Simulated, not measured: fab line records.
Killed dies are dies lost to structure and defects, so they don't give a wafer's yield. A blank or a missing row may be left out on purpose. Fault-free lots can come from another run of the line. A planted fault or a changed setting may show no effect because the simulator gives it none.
Which of the tools did it? || flow nand harc || 36 wafers from 12 lots sampled at 2 of the route's 1302 steps

## WHAT THE GAUGES SHOWED, per wafer
NHARC_P_STI_OCD_MEAS_17.
{"lot": "L075", "measured": "day 3 08:23", "on": "ocd-02", "trench depth nm (nm)": "294 307 301"}
{"lot": "L077", "measured": "day 4 05:56", "on": "ocd-01", "trench depth nm (nm)": "304 294 298"}
{"lot": "L079", "measured": "day 4 22:21", "on": "ocd-01", "trench depth nm (nm)": "306 295 297"}
{"lot": "L081", "measured": "day 5 17:48", "on": "ocd-01", "trench depth nm (nm)": "307 297 306"}
{"lot": "L083", "measured": "day 6 17:25", "on": "ocd-01", "trench depth nm (nm)": "286 306 312"}
{"lot": "L085", "measured": "day 7 13:11", "on": "ocd-01", "trench depth nm (nm)": "306 303 315"}
{"lot": "L087", "measured": "day 8 05:40", "on": "ocd-02", "trench depth nm (nm)": "303 310 300"}
{"lot": "L089", "measured": "day 9 02:56", "on": "ocd-01", "trench depth nm (nm)": "298 302 292"}
{"lot": "L091", "measured": "day 9 22:47", "on": "ocd-01", "trench depth nm (nm)": "299 293 299"}
{"lot": "L093", "measured": "day 10 18:22", "on": "ocd-02", "trench depth nm (nm)": "300 291 309"}
{"lot": "L095", "measured": "day 11 17:20", "on": "ocd-02", "trench depth nm (nm)": "305 293 299"}
{"lot": "L097", "measured": "day 12 09:44", "on": "ocd-01", "trench depth nm (nm)": "290 296 300"}

## WHICH TOOL RAN EACH LOT (tool, then ch and the chambers of the sampled wafers, then the start)
{"lot": "L075", "NHARC_P_ZERO_WELL_DESCUM_54": "rie diel-04 ch 0,2,3, day 2 12:16"}
{"lot": "L077", "NHARC_P_ZERO_WELL_DESCUM_54": "rie diel-04 ch 0,3, day 3 09:26"}
{"lot": "L079", "NHARC_P_ZERO_WELL_DESCUM_54": "rie diel-12 ch 0,3, day 4 04:10"}
{"lot": "L081", "NHARC_P_ZERO_WELL_DESCUM_54": "rie diel-04 ch 0,2,3, day 4 23:52"}
{"lot": "L083", "NHARC_P_ZERO_WELL_DESCUM_54": "rie diel-04 ch 0,2,3, day 5 19:56"}
{"lot": "L085", "NHARC_P_ZERO_WELL_DESCUM_54": "rie diel-05 ch 0,1,2, day 6 16:01"}
{"lot": "L087", "NHARC_P_ZERO_WELL_DESCUM_54": "rie diel-12 ch 0,1,3, day 7 11:56"}
{"lot": "L089", "NHARC_P_ZERO_WELL_DESCUM_54": "rie diel-12 ch 0,1,3, day 8 07:46"}
{"lot": "L091", "NHARC_P_ZERO_WELL_DESCUM_54": "rie diel-04 ch 0,2,3, day 9 03:55"}
{"lot": "L093", "NHARC_P_ZERO_WELL_DESCUM_54": "rie diel-05 ch 0,1,3, day 10 00:10"}
{"lot": "L095", "NHARC_P_ZERO_WELL_DESCUM_54": "rie diel-04 ch 0,1,2, day 10 20:34"}
{"lot": "L097", "NHARC_P_ZERO_WELL_DESCUM_54": "rie diel-12 ch 0,1, day 11 16:06"}
- NHARC_P_ZERO_WELL_DESCUM_54: chemistry O2, time 3 s.

## THE ANSWER, worked out from the rows above alone
Rule: the usual values come from the lots themselves. The widest of any qualifying gaps counts: lots, ordered by their means at a reading, are off when they make up no more than a third of the lots, leave a main group of 4 or more, and stand apart from it by 3 or more times the standard deviation of that group's means. The tables above print the reading to a certain number of digits; a main group whose means all agree to those digits is not used. Also off: a lot with no number at a reading for which 4 or more lots have one. Where the step has rows for the other lots, those lots are counted as sound.
No lot is off on any of the readings shown, so nothing can be concluded from this.

## WHAT THE SIMULATOR PUT IN
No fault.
